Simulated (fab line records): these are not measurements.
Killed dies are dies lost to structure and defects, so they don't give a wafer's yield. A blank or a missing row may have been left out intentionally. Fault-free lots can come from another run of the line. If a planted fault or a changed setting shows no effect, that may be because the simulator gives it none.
The tool behind it: which one? | flow n5 finfet | 42 wafers from 14 lots sampled at 3 of the route's 1938 steps

WHAT EACH GAUGE READ, for each wafer
N5_BEOL_M12_THK_MEAS_50: measures by xrf.
lot  | measured     | on            | M12_THK (nm)
L491 | day 11 07:14 | film metro-01 | 321 322 326
L490 | day 11 10:03 | film metro-02 | 328 319 318
L492 | day 12 00:12 | film metro-02 | 327 326 319
L493 | day 12 06:31 | film metro-01 | 320 325 329
L495 | day 12 06:47 | film metro-02 | 327 326 318
L496 | day 12 23:54 | film metro-02 | 318 323 327
L497 | day 13 06:20 | film metro-01 | 327 328 320
L498 | day 13 07:40 | film metro-01 | 319 319 324
L504 | day 14 17:43 | film metro-02 | 324 327 330
L505 | day 15 11:54 | film metro-02 | 316 323 327
L506 | day 15 18:30 | film metro-01 | 319 324 326
L509 | day 16 02:19 | film metro-01 | 316 317 319
L508 | day 16 07:52 | film metro-02 | 317 320 329
L510 | day 16 22:30 | film metro-01 | 317 326 318

N5_BEOL_M12_RS_MEAS_54: the measuring method here is four-point-probe.
lot  | measured     | on            | M12_RS (ohm/sq)
L491 | day 11 07:22 | film metro-02 | 0.0605 0.0603 0.0592
L490 | day 11 10:11 | film metro-01 | 0.0589 0.0607 0.0603
L492 | day 12 00:19 | film metro-02 | 0.0588 0.0595 0.0605
L493 | day 12 06:38 | film metro-02 | 0.0601 0.0594 0.0590
L495 | day 12 06:56 | film metro-02 | 0.0596 0.0594 0.0610
L496 | day 13 00:02 | film metro-01 | 0.0605 0.0594 0.0591
L497 | day 13 06:28 | film metro-02 | 0.0590 0.0590 0.0603
L498 | day 13 07:47 | film metro-01 | 0.0604 0.0605 0.0594
L504 | day 14 17:50 | film metro-01 | 0.0601 0.0597 0.0591
L505 | day 15 12:02 | film metro-02 | 0.0612 0.0598 0.0595
L506 | day 15 18:38 | film metro-01 | 0.0605 0.0592 0.0586
L509 | day 16 02:27 | film metro-01 | 0.0601 0.0598 0.0596
L508 | day 16 07:59 | film metro-01 | 0.0607 0.0606 0.0590
L510 | day 16 22:38 | film metro-01 | 0.0612 0.0593 0.0606

N5_BEOL_M13_CD_MEAS_17: target cd 190 nm.
lot  | measured     | on        | cd nm (nm)
L491 | day 11 08:30 | cd sem-02 | 189.5 189.1 190.4
L490 | day 11 11:26 | cd sem-02 | 189.5 189.0 189.0
L492 | day 12 01:35 | cd sem-02 | 187.8 188.5 188.0
L493 | day 12 07:58 | cd sem-03 | 187.6 187.8 190.1
L495 | day 12 08:15 | cd sem-01 | 191.2 189.6 189.3
L496 | day 13 01:18 | cd sem-01 | 191.3 192.5 190.1
L497 | day 13 07:44 | cd sem-01 | 190.5 190.3 190.5
L498 | day 13 08:56 | cd sem-01 | 190.2 191.0 191.6
L504 | day 14 19:13 | cd sem-02 | 191.2 190.7 192.2
L505 | day 15 13:10 | cd sem-02 | 192.0 192.0 191.7
L506 | day 15 19:55 | cd sem-02 | 190.0 190.8 191.0
L509 | day 16 03:43 | cd sem-03 | 190.2 190.9 190.9
L508 | day 16 09:07 | cd sem-03 | 191.0 190.3 189.0
L510 | day 16 23:46 | cd sem-02 | 190.8 190.1 190.1

EACH LOT AND THE TOOL THAT RAN IT (in order: tool; ch and the chambers of the sampled wafers; start)
Before these readings, the record contains no process step.

WHAT THE TOOLS THEMSELVES READ (means of the sampled wafers that have a number; where no wafer has one, the mark that the record gives instead)
The record holds no such reading with a usual standard deviation.

THE ANSWER, worked out from the rows above alone
Rule: the lots themselves supply what counts as usual. The widest of any qualifying gaps counts: lots, ordered by their means at a reading, are off when they make up no more than a third of the lots, leave a main group of 4 or more, and stand apart from it by 3 or more times the standard deviation of that group's means. A main group whose means are all the same, to the digits that the tables above print for the reading, isn't used. A lot without any number at a reading at which 4 lots or more have one is off too. Any other lot the step has rows for is counted as sound. First the gauges in route order, then the tools' own readings, where a lot's mean is used as printed above. The first step at which some lot is off is used, and at that step the reading that is off furthest; a lot without a number counts as furthest.
No lot is off on any of the readings shown, so nothing can be concluded from this.

WHAT HAD BEEN PUT IN BY THE SIMULATOR
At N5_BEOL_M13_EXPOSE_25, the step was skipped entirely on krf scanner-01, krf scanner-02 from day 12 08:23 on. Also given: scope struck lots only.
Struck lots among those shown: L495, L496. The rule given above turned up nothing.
